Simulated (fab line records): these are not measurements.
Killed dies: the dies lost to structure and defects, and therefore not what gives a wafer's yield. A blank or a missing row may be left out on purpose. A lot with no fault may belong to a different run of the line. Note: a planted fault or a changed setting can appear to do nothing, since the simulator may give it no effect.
fab line records	flow nandHarc
record lots=7	wafers=21	lastDay=25
route steps=1159 shown A_CONTACT@893 END@1159
lots that met no fault: from a run of the same line without faults
startH: hours from the record's first day to the start of the lot's first wafer shown	waitH: hours since the lot's step before	" repeats the value in the row above	L1.1+2: one row covering several wafers at once	- value missing, or start not given	* or withheld: withheld	< > ~ a bound
route shown NAME@n: names a module that has steps shown in the file, with the first one's number in the route	usual: the fault-free wafers' mean and standard deviation	same: alike in all rows	chamber/n: place in a boat	sites: readings site by site	_std_site: the values' standard deviation	_edge_site: outer sites' mean less inner sites'	radiusMm: how far each site lies from the wafer's centre	mask NAME#n: copy n	behind: tool/chamber where the wafer was last shaped	hold: the reason the lot was held/the length of the hold in hours/how it ended	device: transistor that didn't switch, given as n, p or np	end of line: at the end of the route, the tests of the same wafers	step lacking rows: just its recipe	killed: dies lost to structure and defects at the first sort, not the wafer's yield	map: the dies of a wafer, with x for killed, . for not killed, _ for no die there
set.NAME: the setting as run; set.NAME@STEP: as run at that earlier step	model.NAME: the simulator's own value behind a step, which no gauge read
lots at some steps of the route; a table a step, a row a wafer
services: the hour from which a tool's chamber was out of use, counted from the record's first day as startH (under 0 if before that day), plus the number of hours and why
## steps
# step NHARC_A_CONTACT_EXPOSE_66
# recipe na=1.35	sigmaOuter=0.8	doseMj=59.02	maskId=A_CC_2
# step NHARC_A_CONTACT_PEB_67
# recipe pebTempC=100	pebTimeS=65
# step NHARC_A_CONTACT_DEVELOP_68
# recipe developTimeS=35	devTempC=23
# step NHARC_A_CONTACT_CD_MEAS_69
# recipe targetCdNm=200	landingEnergyEv=500
# usual cdNm=199.6/0.61
lot.wafer	tool	chamber	startH	waitH	cdNm
L863.2	cdSem-03	0	388.78	-	198.5
L863.5	"	0	"	"	199.4
L863.6	"	0	"	"	199.4
L866.1	cdSem-02	0	397.89	-	200.2
L866.3	"	0	"	"	199.1
L866.4	"	0	"	"	200.5
L873.1	cdSem-01	0	444.03	-	199.2
L873.5	"	0	"	"	199.8
L873.6	"	0	"	"	199.0
L875.1	cdSem-01	0	459.73	-	199.2
L875.5	"	0	"	"	201.1
L875.6	"	0	"	"	199.6
L874.1	cdSem-01	0	460.78	-	200.3
L874.2	"	0	"	"	199.7
L874.5	"	0	"	"	200.2
L877.1	cdSem-02	0	465.91	-	199.1
L877.2	"	0	"	"	199.1
L877.6	"	0	"	"	199.5
L885.1	cdSem-02	0	518.60	-	199.4
L885.5	"	0	"	"	199.6
L885.6	"	0	"	"	199.3
# step NHARC_A_CONTACT_OVL_MEAS_70
# usual overlayXNm=-0.1/0.71	overlayYNm=0.1/0.73
lot.wafer	tool	chamber	startH	waitH	overlayXNm	overlayYNm
L863.2	overlay-01	-	388.86	-	0.2	0.6
L863.5	"	-	"	"	0.3	0.7
L863.6	"	-	"	"	0.2	1.0
L866.1	overlay-01	-	397.98	-	0.9	-0.3
L866.3	"	-	"	"	0.7	-0.8
L866.4	"	-	"	"	0.6	-0.5
L873.1	overlay-01	-	444.12	-	0.1	0.2
L873.5	"	-	"	"	0.2	0.3
L873.6	"	-	"	"	0.1	0.5
L875.1	overlay-01	-	459.82	-	-0.3	0.0
L875.5	"	-	"	"	-0.1	-0.4
L875.6	"	-	"	"	0.2	-0.4
L874.1	overlay-02	-	460.86	-	0.1	0.7
L874.2	"	-	"	"	0.1	0.7
L874.5	"	-	"	"	-0.2	0.5
L877.1	overlay-01	-	466.00	-	-1.3	0.4
L877.2	"	-	"	"	-1.4	0.6
L877.6	"	-	"	"	-1.5	0.9
L885.1	overlay-02	-	518.69	-	1.0	1.2
L885.5	"	-	"	"	1.4	1.0
L885.6	"	-	"	"	0.9	1.2
# step NHARC_A_CONTACT_INSPECT_71
# usual rawDefectCount=33/17
lot.wafer	tool	chamber	startH	waitH	rawDefectCount
L863.2	defectInspect-02	-	388.90	0.0	39
L863.5	"	-	"	"	30
L863.6	"	-	"	"	31
L866.1	defectInspect-02	-	398.02	0.0	9
L866.3	"	-	"	"	6
L866.4	"	-	"	"	5
L873.1	defectInspect-01	-	444.15	0.0	32
L873.5	"	-	"	"	30
L873.6	"	-	"	"	29
L875.1	defectInspect-01	-	459.86	0.0	30
L875.5	"	-	"	"	26
L875.6	"	-	"	"	34
L874.1	defectInspect-02	-	460.90	0.0	55
L874.2	"	-	"	"	56
L874.5	"	-	"	"	53
L877.1	defectInspect-02	-	466.03	0.0	12
L877.2	"	-	"	"	18
L877.6	"	-	"	"	10
L885.1	defectInspect-01	-	518.73	0.0	42
L885.5	"	-	"	"	35
L885.6	"	-	"	"	30
# step NHARC_A_CONTACT_DESCUM_74
# recipe timeS=3	o2FlowSccm=200	arFlowSccm=0	biasPowerW=0	chemistry=O2
# usual drypumpMotorCurrentA=5.6/0.41	oesProductAu=1.004/0.015	rfVppV=57.6/0.89	showerheadPlenumPTorr=1.85/0.077	throttleValvePct=11.312/0.0096
# same biasPowerW=0
lot.wafer	tool	chamber	startH	waitH	drypumpMotorCurrentA	oesProductAu	rfHoursCounterH	rfVppV	showerheadPlenumPTorr	throttleValvePct
L863.2	rieDiel-07	2	388.98	0.1	6.7	0.982	48	58.4	1.88	11.305
L863.6	"	0	"	"	5.3	1.018	-	56.6	1.77	11.295
L863.5	"	1	"	"	6.3	0.997	-	59.6	1.97	11.307
L866.3	rieDiel-05	0	398.09	0.1	5.6	0.998	12	56.1	1.79	11.306
L866.4	"	1	"	"	5.4	1.006	12	57.4	1.85	11.297
L866.1	"	2	"	"	5.6	0.976	13	58.0	1.83	11.317
L873.1	rieDiel-07	0	444.23	0.1	5.3	1.017	10	58.7	2.07	11.313
L873.6	"	2	"	"	6.8	0.988	-	58.4	1.87	11.308
L873.5	"	3	"	"	5.4	0.989	-	58.6	2.03	11.309
L875.1	rieDiel-05	0	459.94	0.1	5.6	1.015	22	58.4	1.79	11.320
L875.5	"	1	"	"	5.4	0.988	-	58.3	1.84	11.315
L875.6	"	2	"	"	5.6	0.993	-	56.5	1.83	11.314
L874.1	rieDiel-05	1	460.98	0.1	5.4	0.995	20	57.0	1.84	11.304
L874.2	"	2	"	"	5.6	0.988	24	56.6	1.83	11.315
L874.5	"	3	"	"	5.5	1.019	-	58.0	1.83	11.318
L877.1	rieDiel-05	0	466.09	0.1	5.6	1.010	23	56.5	1.79	11.331
L877.2	"	1	"	"	5.4	0.998	21	58.3	1.84	11.315
L877.6	"	1	"	"	5.4	0.998	-	55.9	1.84	11.303
L885.1	rieDiel-11	2	518.79	0.1	5.1	0.997	47	57.2	1.81	11.310
L885.6	"	2	"	"	5.1	1.010	-	58.3	1.81	11.322
L885.5	"	3	"	"	5.5	1.014	-	57.3	1.80	11.311
# step NHARC_A_CONTACT_ETCH_75
# recipe targetDepthA=390	overEtchFrac=0.3	timeS=65	ionEnergyEv=80	cf4FlowSccm=150	arFlowSccm=0	rfW=300	biasW=100	chemistry=CF4
# usual biasW=100.02/0.27	cf4FlowSccm=150.0/0.44	drypumpMotorCurrentA=5.6/0.39	oesProductAu=1.002/0.015	rfVppV=150.6/1.1	showerheadPlenumPTorr=1.72/0.069	throttleValvePct=13.284/0.0098
lot.wafer	tool	chamber	startH	waitH	biasW	cf4FlowSccm	drypumpMotorCurrentA	oesProductAu	rfHoursCounterH	rfVppV	showerheadPlenumPTorr	throttleValvePct
L863.2	rieDiel-07	0	389.05	0.1	99.95	149.7	5.3	1.017	52	150.1	1.64	13.279
L863.5	"	3	"	"	100.42	149.9	5.4	0.981	-	153.6	1.88	13.283
L863.6	"	0	"	"	99.82	150.2	5.3	1.023	-	149.1	1.64	13.281
L866.1	rieDiel-05	0	398.18	0.1	100.04	149.8	5.5	1.009	12	150.3	1.66	13.270
L866.3	"	1	"	"	100.02	149.8	5.4	1.011	12	150.6	1.71	13.281
L866.4	"	2	"	"	99.46	150.2	5.6	0.980	13	150.9	1.70	13.301
L873.1	rieDiel-07	3	444.31	0.1	100.06	148.9	5.4	0.989	12	152.8	1.87	13.294
L873.6	"	1	"	"	99.92	150.3	6.4	1.006	-	151.9	1.81	13.283
L873.5	"	2	"	"	100.08	149.1	6.8	0.989	-	151.8	1.73	13.285
L875.1	rieDiel-05	1	460.01	0.1	100.05	149.3	5.3	0.995	19	150.0	1.71	13.282
L875.6	"	0	"	"	100.19	150.0	5.6	1.004	-	150.1	1.66	13.284
L875.5	"	1	"	"	100.18	150.2	5.3	0.993	-	150.7	1.71	13.275
L874.2	rieDiel-05	0	461.05	0.1	99.75	150.2	5.6	1.014	23	150.5	1.66	13.273
L874.1	"	2	"	"	99.81	149.6	5.6	0.976	24	149.9	1.70	13.289
L874.5	"	3	"	"	100.25	150.3	5.5	1.011	-	149.3	1.70	13.294
L877.1	rieDiel-05	3	466.18	0.1	100.12	150.0	5.5	1.011	23	149.5	1.70	13.269
L877.2	"	0	"	"	100.12	150.5	5.6	1.014	23	150.8	1.66	13.292
L877.6	"	0	"	"	100.22	150.1	5.6	1.014	-	149.4	1.66	13.279
L885.1	rieDiel-11	0	518.90	0.1	99.85	149.4	6.0	0.996	47	152.7	1.78	13.267
L885.5	"	0	"	"	99.55	149.8	6.0	1.000	-	151.5	1.78	13.283
L885.6	"	1	"	"	99.97	150.0	5.1	0.987	-	150.1	1.65	13.300
# step NHARC_A_CONTACT_ETCH_76
# recipe targetDepthA=2600	overEtchFrac=0.3	timeS=475.3	ionEnergyEv=200	n2FlowSccm=150	h2FlowSccm=150	arFlowSccm=0	rfW=400	biasW=150	chemistry=N2/H2
# usual biasW=150.0/0.5	chamberPressureMTorr=30.000/0.028	drypumpMotorCurrentA=5.6/0.41	oesProductAu=1.001/0.014	rfVppV=428.8/2.5	showerheadPlenumPTorr=1.98/0.085	throttleValvePct=14.170/0.0094
lot.wafer	tool	chamber	startH	waitH	biasW	chamberPressureMTorr	drypumpMotorCurrentA	oesProductAu	rfHoursCounterH	rfVppV	showerheadPlenumPTorr	throttleValvePct
L863.2	rieDiel-07	3	-	-	150.5	30.067	5.4	0.992	55	436.7	2.18	14.167
L863.6	"	1	"	"	149.4	30.033	6.4	0.999	-	431.9	2.10	14.186
L863.5	"	2	"	"	149.1	30.025	6.7	0.997	-	428.8	2.00	14.159
L866.1	rieDiel-05	1	-	-	150.8	30.005	5.4	0.999	12	428.7	1.97	14.168
L866.3	"	3	"	"	150.3	29.950	5.5	1.004	12	428.6	1.95	14.165
L866.4	"	0	"	"	151.4	29.968	5.6	1.002	12	425.9	1.90	14.158
L873.1	rieDiel-07	0	-	-	150.5	29.997	5.3	1.018	11	435.9	2.21	14.158
L873.6	"	2	"	"	150.4	30.018	6.8	0.989	-	428.3	1.99	14.175
L873.5	"	3	"	"	150.4	30.024	5.4	0.982	-	434.1	2.17	14.179
L875.1	rieDiel-05	3	-	-	149.7	29.958	5.5	1.017	22	428.0	1.95	14.164
L875.6	"	0	"	"	149.9	29.975	5.6	1.015	-	427.8	1.90	14.159
L875.5	"	1	"	"	150.1	30.026	5.4	0.992	-	428.7	1.96	14.175
L874.1	rieDiel-05	2	-	-	149.6	29.999	5.6	0.973	24	428.0	1.95	14.167
L874.2	"	3	"	"	149.4	29.964	5.5	1.012	22	428.1	1.95	14.174
L874.5	"	0	"	"	150.2	30.023	5.6	1.003	-	427.1	1.90	14.158
L877.1	rieDiel-05	0	-	-	149.2	29.982	5.6	1.014	24	428.4	1.90	14.153
L877.2	"	2	"	"	149.4	30.000	5.6	0.984	24	427.6	1.95	14.170
L877.6	"	0	"	"	150.1	30.011	5.6	1.009	-	425.7	1.90	14.151
L885.1	rieDiel-11	1	-	-	149.9	29.964	5.1	0.995	48	426.1	1.89	14.176
L885.6	"	1	"	"	149.7	29.968	5.1	0.994	-	426.2	1.89	14.169
L885.5	"	2	"	"	150.5	29.976	5.1	0.999	-	426.5	1.93	14.170
# step NHARC_A_CONTACT_ETCH_77
# recipe targetDepthA=726	timeS=36.3	cf4FlowSccm=100	chf3FlowSccm=30	arFlowSccm=0	rfW=500	biasW=200	chemistry=CF4/CHF3
# step NHARC_A_CONTACT_ETCH_78
# recipe targetDepthA=28000	overEtchFrac=0.3	timeS=728	ionEnergyEv=150	o2FlowSccm=400	cosFlowSccm=20	arFlowSccm=0	rfW=500	biasW=300	chemistry=O2/COS
# usual biasW=300.0/0.95	chamberPressureMTorr=19.998/0.02	cosFlowSccm=19.99/0.058	drypumpMotorCurrentA=5.6/0.4	oesProductAu=1.003/0.015	rfVppV=312.9/1.9	showerheadPlenumPTorr=3.04/0.12	throttleValvePct=28.330/0.0092
lot.wafer	tool	chamber	startH	waitH	biasW	chamberPressureMTorr	cosFlowSccm	drypumpMotorCurrentA	oesProductAu	rfHoursCounterH	rfVppV	showerheadPlenumPTorr	throttleValvePct
L863.2	rieDiel-07	0	-	-	300.8	20.021	19.96	5.3	1.017	53	310.0	2.90	28.333
L863.5	"	2	"	"	301.4	20.025	20.00	6.8	0.989	-	313.4	3.06	28.324
L863.6	"	3	"	"	300.6	19.989	19.99	5.4	0.982	-	314.2	3.32	28.318
L866.4	rieDiel-05	0	-	-	300.2	19.982	20.01	5.6	0.989	12	310.6	2.93	28.331
L866.1	"	1	"	"	301.2	20.015	19.91	5.4	1.004	13	312.8	3.02	28.338
L866.3	"	2	"	"	299.8	19.973	20.00	5.6	0.973	13	313.9	3.00	28.344
L873.1	rieDiel-07	1	-	-	299.8	20.024	19.97	6.4	1.025	12	316.4	3.20	28.334
L873.5	"	2	"	"	300.5	19.976	19.92	6.8	0.992	-	313.4	3.05	28.326
L873.6	"	3	"	"	301.5	20.017	19.99	5.4	0.998	-	317.0	3.31	28.328
L875.1	rieDiel-05	3	-	-	299.9	19.998	19.98	5.5	1.011	22	312.7	2.99	28.322
L875.6	"	3	"	"	299.9	19.967	20.02	5.5	1.018	-	312.9	2.99	28.334
L875.5	"	0	"	"	300.6	19.996	19.93	5.6	1.015	-	311.6	2.92	28.326
L874.2	rieDiel-05	1	-	-	300.5	19.975	20.04	5.4	1.010	20	311.6	3.02	28.332
L874.1	"	2	"	"	300.0	20.008	19.93	5.6	0.991	24	313.1	2.99	28.328
L874.5	"	3	"	"	299.3	19.972	19.97	5.5	1.021	-	312.1	2.99	28.329
L877.2	rieDiel-05	0	-	-	299.3	19.990	19.98	5.6	1.016	24	310.0	2.92	28.315
L877.1	"	1	"	"	300.6	20.000	19.99	5.4	1.000	21	313.9	3.02	28.323
L877.6	"	0	"	"	300.4	20.012	19.93	5.6	1.009	-	311.8	2.92	28.332
L885.1	rieDiel-11	0	-	-	299.9	20.020	20.12	6.0	0.992	48	314.5	3.15	28.327
L885.5	"	3	"	"	300.0	19.988	19.99	5.5	0.999	-	311.8	2.94	28.321
L885.6	"	0	"	"	299.7	19.965	20.03	6.0	0.997	-	314.8	3.15	28.332
# step NHARC_A_CONTACT_ETCH_124
# recipe sourceW=withheld	pressureMtorr=20	biasV=withheld	timeS=140	targetDepthA=7000	arFlowSccm=withheld	c4f8FlowSccm=withheld	o2FlowSccm=withheld	chemistry=C4F8/O2/Ar
# usual chamberPressureMTorr=20.001/0.019	oesAirLineAu=0.998/0.023
lot.wafer	tool	chamber	startH	waitH	chamberPressureMTorr	oesAirLineAu	rfHoursCounterH
L863.2	harCapEtch-02	1	390.15	-	19.995	1.010	13
L863.5	"	0	"	"	20.003	0.965	-
L863.6	"	1	"	"	19.971	1.033	-
L866.1	harCapEtch-03	1	399.26	-	19.994	1.021	88
L866.4	"	0	"	"	20.004	1.002	-
L866.3	"	1	"	"	20.007	0.980	-
L873.1	harCapEtch-02	1	445.33	-	20.013	0.942	22
L873.6	"	1	"	"	20.008	0.978	-
L873.5	"	0	"	"	19.976	0.970	-
L875.1	harCapEtch-02	0	461.07	-	20.043	0.987	24
L875.6	"	1	"	"	19.997	0.992	-
L875.5	"	0	"	"	19.999	0.987	-
L874.1	harCapEtch-03	1	462.09	-	19.965	0.980	98
L874.2	"	0	"	"	19.972	0.991	98
L874.5	"	1	"	"	20.016	1.001	-
L877.2	harCapEtch-01	1	467.22	-	19.989	0.966	70
L877.1	"	0	"	"	19.990	1.037	70
L877.6	"	0	"	"	20.001	1.046	-
L885.1	harCapEtch-02	0	520.54	-	20.012	1.011	34
L885.6	"	1	"	"	20.038	1.040	-
L885.5	"	0	"	"	19.999	0.962	-
# step NHARC_A_CONTACT_ETCH_125
# recipe sourceW=withheld	pressureMtorr=20	biasV=1200	timeS=155	targetDepthA=9560	arFlowSccm=withheld	c4f8FlowSccm=withheld	o2FlowSccm=withheld	chemistry=C4F8/O2/Ar
# usual chamberPressureMTorr=20.001/0.02	oesAirLineAu=1.000/0.021
lot.wafer	tool	chamber	startH	waitH	chamberPressureMTorr	oesAirLineAu	rfHoursCounterH
L863.2	harCapEtch-02	1	390.34	0.2	20.003	1.008	13
L863.5	"	0	"	"	20.022	0.977	-
L863.6	"	1	"	"	20.019	0.989	-
L866.1	harCapEtch-03	1	399.52	0.2	20.012	0.987	88
L866.4	"	0	"	"	19.999	1.059	-
L866.3	"	1	"	"	20.022	1.060	-
L873.1	harCapEtch-02	1	445.53	0.2	-	-	-
L873.6	"	1	"	"	-	-	-
L873.5	"	0	"	"	-	-	-
L875.1	harCapEtch-02	0	461.26	0.2	-	-	-
L875.6	"	1	"	"	-	-	-
L875.5	"	0	"	"	-	-	-
L874.1	harCapEtch-03	1	462.29	0.2	-	-	-
L874.2	"	0	"	"	-	-	-
L874.5	"	1	"	"	-	-	-
L877.2	harCapEtch-01	1	467.42	0.2	20.014	1.016	70
L877.1	"	0	"	"	20.021	1.010	70
L877.6	"	0	"	"	20.014	1.012	-
L885.1	harCapEtch-02	0	520.73	0.2	19.963	0.992	34
L885.6	"	1	"	"	19.988	1.032	-
L885.5	"	0	"	"	19.975	1.012	-
# step NHARC_A_CONTACT_ETCH_126
# recipe sourceW=withheld	pressureMtorr=20	biasV=1200	timeS=155	targetDepthA=9560	arFlowSccm=withheld	c4f8FlowSccm=withheld	o2FlowSccm=withheld	chemistry=C4F8/O2/Ar
# step NHARC_END_SORT_01
# recipe tempC=25
# usual killedAtArray=28/11	killedAtOther=0.7/0.88	killedAtPeriphery=3.1/2.2	killedDies=31/12	killedOpen=3.3/2	killedShort=2.0/1.6
# same grossDies=677
lot.wafer	tool	chamber	startH	waitH	killedAtArray	killedAtOther	killedAtPeriphery	killedDies	killedOpen	killedShort
L873.1	prober-01	0	501.93	2.5	677	0	0	677	0	0
L873.5	prober-01	0	505.12	3.7	674	0	3	677	2	2
L873.6	prober-01	0	505.92	4.0	674	0	3	677	4	2
L875.1	prober-01	0	517.59	2.5	675	0	2	677	3	0
L875.5	prober-01	0	520.74	3.6	674	0	3	677	4	3
L875.6	prober-01	0	521.53	3.9	676	0	1	677	2	0
L874.1	prober-02	0	524.48	2.5	675	0	2	677	5	1
L874.2	prober-02	0	525.28	2.8	671	1	5	677	2	3
L874.5	prober-02	0	527.68	3.7	675	0	2	677	1	1
# killed by level:class
L873.1 A_CONTACT:areaEtch=648 A_SLIT:chamberFilmFlake=13 A_STAIRCASE:chamberFilmFlake=8 A_CHANNEL_HOLE_D1:chamberFilmFlake=5 A_CONTACT:chamberFilmFlake=2 A_CHANNEL_FILL_D1:chamberFilmFlake=1
L873.5 A_CONTACT:areaEtch=646 A_SLIT:chamberFilmFlake=15 A_STAIRCASE:chamberFilmFlake=3 A_CONTACT:chamberFilmFlake=3 A_CHANNEL_HOLE_D1:chamberFilmFlake=2 A_WL_FILL:chamberFilmFlake=2 P_CONTACT:geometricParticle:open=1 A_CHANNEL_FILL_D1:geometricParticle:short=1
L873.6 A_CONTACT:areaEtch=650 A_SLIT:chamberFilmFlake=8 A_CHANNEL_HOLE_D1:chamberFilmFlake=4 A_STAIRCASE:chamberFilmFlake=4 A_CONTACT:chamberFilmFlake=3 P_CONTACT:geometricParticle:open=2 P_GATE:geometricParticle:short=1 A_ONON_D1:geometricParticle:open=1
L875.1 A_CONTACT:areaEtch=652 A_SLIT:chamberFilmFlake=14 A_STAIRCASE:chamberFilmFlake=3 A_CHANNEL_HOLE_D1:chamberFilmFlake=2 P_GATE:geometricParticle:open=1 A_CHANNEL_HOLE_D1:geometricParticle:open=1 A_WL_FILL:geometricParticle:open=1 P_GATE:chamberFilmFlake=1
L875.5 A_CONTACT:areaEtch=644 A_CHANNEL_HOLE_D1:chamberFilmFlake=10 A_SLIT:chamberFilmFlake=7 A_ONON_D1:geometricParticle:open=3 A_WL_FILL:geometricParticle:short=2 P_STI:chamberFilmFlake=2 A_STAIRCASE:chamberFilmFlake=2 A_CONTACT:chamberFilmFlake=2
L875.6 A_CONTACT:areaEtch=653 A_SLIT:chamberFilmFlake=8 A_STAIRCASE:chamberFilmFlake=6 A_CHANNEL_HOLE_D1:chamberFilmFlake=5 A_CHANNEL_FILL_D1:chamberFilmFlake=2 P_STI:geometricParticle:open=1 A_CONTACT:geometricParticle:open=1 A_CONTACT:chamberFilmFlake=1
L874.1 A_CONTACT:areaEtch=633 A_CHANNEL_HOLE_D1:chamberFilmFlake=15 A_SLIT:chamberFilmFlake=11 A_STAIRCASE:chamberFilmFlake=4 A_WL_FILL:geometricParticle:open=2 A_CONTACT:geometricParticle:open=2 A_WL_FILL:chamberFilmFlake=2 A_CONTACT:chamberFilmFlake=2
L874.2 A_CONTACT:areaEtch=634 A_CHANNEL_HOLE_D1:chamberFilmFlake=12 A_STAIRCASE:chamberFilmFlake=9 A_SLIT:chamberFilmFlake=7 A_ONON_D1:geometricParticle:short=2 P_ZERO_WELL:chamberFilmFlake=2 P_GATE:chamberFilmFlake=2 A_SGD_CUT:chamberFilmFlake=2
L874.5 A_CONTACT:areaEtch=640 A_CHANNEL_HOLE_D1:chamberFilmFlake=16 A_SLIT:chamberFilmFlake=8 A_STAIRCASE:chamberFilmFlake=5 A_CONTACT:chamberFilmFlake=2 A_CHANNEL_FILL_D1:geometricParticle:short=1 A_BLC:geometricParticle:open=1 P_ZERO_WELL:chamberFilmFlake=1
# map L873.1 (x killed, . not)
____________x____________
_________xxxxxxx_________
_______xxxxxxxxxxx_______
______xxxxxxxxxxxxx______
_____xxxxxxxxxxxxxxx_____
____xxxxxxxxxxxxxxxxx____
____xxxxxxxxxxxxxxxxx____
___xxxxxxxxxxxxxxxxxxx___
___xxxxxxxxxxxxxxxxxxx___
__xxxxxxxxxxxxxxxxxxxxx__
__xxxxxxxxxxxxxxxxxxxxx__
_xxxxxxxxxxxxxxxxxxxxxxx_
_xxxxxxxxxxxxxxxxxxxxxxx_
_xxxxxxxxxxxxxxxxxxxxxxx_
_xxxxxxxxxxxxxxxxxxxxxxx_
_xxxxxxxxxxxxxxxxxxxxxxx_
xxxxxxxxxxxxxxxxxxxxxxxxx
xxxxxxxxxxxxxxxxxxxxxxxxx
xxxxxxxxxxxxxxxxxxxxxxxxx
xxxxxxxxxxxxxxxxxxxxxxxxx
xxxxxxxxxxxxxxxxxxxxxxxxx
_xxxxxxxxxxxxxxxxxxxxxxx_
_xxxxxxxxxxxxxxxxxxxxxxx_
_xxxxxxxxxxxxxxxxxxxxxxx_
_xxxxxxxxxxxxxxxxxxxxxxx_
_xxxxxxxxxxxxxxxxxxxxxxx_
__xxxxxxxxxxxxxxxxxxxxx__
__xxxxxxxxxxxxxxxxxxxxx__
___xxxxxxxxxxxxxxxxxxx___
___xxxxxxxxxxxxxxxxxxx___
____xxxxxxxxxxxxxxxxx____
____xxxxxxxxxxxxxxxxx____
_____xxxxxxxxxxxxxxx_____
______xxxxxxxxxxxxx______
_______xxxxxxxxxxx_______
_________xxxxxxx_________
____________x____________
# map L874.1 (x killed, . not)
____________x____________
_________xxxxxxx_________
_______xxxxxxxxxxx_______
______xxxxxxxxxxxxx______
_____xxxxxxxxxxxxxxx_____
____xxxxxxxxxxxxxxxxx____
____xxxxxxxxxxxxxxxxx____
___xxxxxxxxxxxxxxxxxxx___
___xxxxxxxxxxxxxxxxxxx___
__xxxxxxxxxxxxxxxxxxxxx__
__xxxxxxxxxxxxxxxxxxxxx__
_xxxxxxxxxxxxxxxxxxxxxxx_
_xxxxxxxxxxxxxxxxxxxxxxx_
_xxxxxxxxxxxxxxxxxxxxxxx_
_xxxxxxxxxxxxxxxxxxxxxxx_
_xxxxxxxxxxxxxxxxxxxxxxx_
xxxxxxxxxxxxxxxxxxxxxxxxx
xxxxxxxxxxxxxxxxxxxxxxxxx
xxxxxxxxxxxxxxxxxxxxxxxxx
xxxxxxxxxxxxxxxxxxxxxxxxx
xxxxxxxxxxxxxxxxxxxxxxxxx
_xxxxxxxxxxxxxxxxxxxxxxx_
_xxxxxxxxxxxxxxxxxxxxxxx_
_xxxxxxxxxxxxxxxxxxxxxxx_
_xxxxxxxxxxxxxxxxxxxxxxx_
_xxxxxxxxxxxxxxxxxxxxxxx_
__xxxxxxxxxxxxxxxxxxxxx__
__xxxxxxxxxxxxxxxxxxxxx__
___xxxxxxxxxxxxxxxxxxx___
___xxxxxxxxxxxxxxxxxxx___
____xxxxxxxxxxxxxxxxx____
____xxxxxxxxxxxxxxxxx____
_____xxxxxxxxxxxxxxx_____
______xxxxxxxxxxxxx______
_______xxxxxxxxxxx_______
_________xxxxxxx_________
____________x____________
## services
tool	chamber	startH	hours	kind
rieDiel-11	-	369.76	9.0	pm
rieDiel-05	0	375.21	-	clean
rieDiel-05	1	375.21	-	clean
rieDiel-05	2	375.21	-	clean
rieDiel-05	3	375.21	-	clean
rieDiel-05	0	399.71	-	clean
rieDiel-05	1	399.71	-	clean
rieDiel-05	2	399.71	-	clean
rieDiel-05	3	399.71	-	clean
rieDiel-05	1	402.40	9.1	repair
rieDiel-05	3	404.23	2.5	repair
rieDiel-07	-	405.52	9.0	pm
rieDiel-05	0	424.21	-	clean
rieDiel-05	1	424.21	-	clean
rieDiel-05	2	424.21	-	clean
rieDiel-05	3	424.21	-	clean
rieDiel-05	0	448.71	-	clean
rieDiel-05	1	448.71	-	clean
rieDiel-05	2	448.71	-	clean
rieDiel-05	3	448.71	-	clean
rieDiel-07	3	470.36	5.2	repair
rieDiel-05	2	490.41	3.5	repair
rieDiel-05	1	500.95	8.1	repair
rieDiel-05	-	518.63	9.0	pm
## key
firstSign step=NHARC_A_CONTACT_ETCH_125	reading=toolRecord	direction=missing
effect step=NHARC_END_SORT_01	reading=killedAtArray	direction=up	sigmas=57	usual=28	struck=675
moreKillsBornAt NHARC_A_CONTACT_ETCH_125@harCapEtch-02=3893	NHARC_A_CONTACT_ETCH_125@harCapEtch-03=1907
metAt NHARC_A_CONTACT_ETCH_125
struckWafers L873.1,L873.5,L873.6,L874.1,L874.2,L874.5,L875.1,L875.5,L875.6
laterRowsLeftOut L873.1,L873.5,L873.6,L874.1,L874.2,L874.5,L875.1,L875.5,L875.6
testerLeftOut L873,L874,L875
onsetBetween 399.52 445.53
fault kind=skippedStepWhole	tool=harCapEtch-02,harCapEtch-03	chamber=-	onsetH=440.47	steps=NHARC_A_CONTACT_ETCH_125	scope=struckLotsOnly
# testerLeftOut: of these lots the tester's yield and bins aren't shown, on N5 and GAA mostly nor the transistor test; their killed dies are dies lost to structure and defects alone, not to doping, threshold or leakage, so they don't give the yield
# laterRowsLeftOut: the simulator's readings of these wafers behind a module that went badly wrong aren't trusted and aren't shown, but for the sort
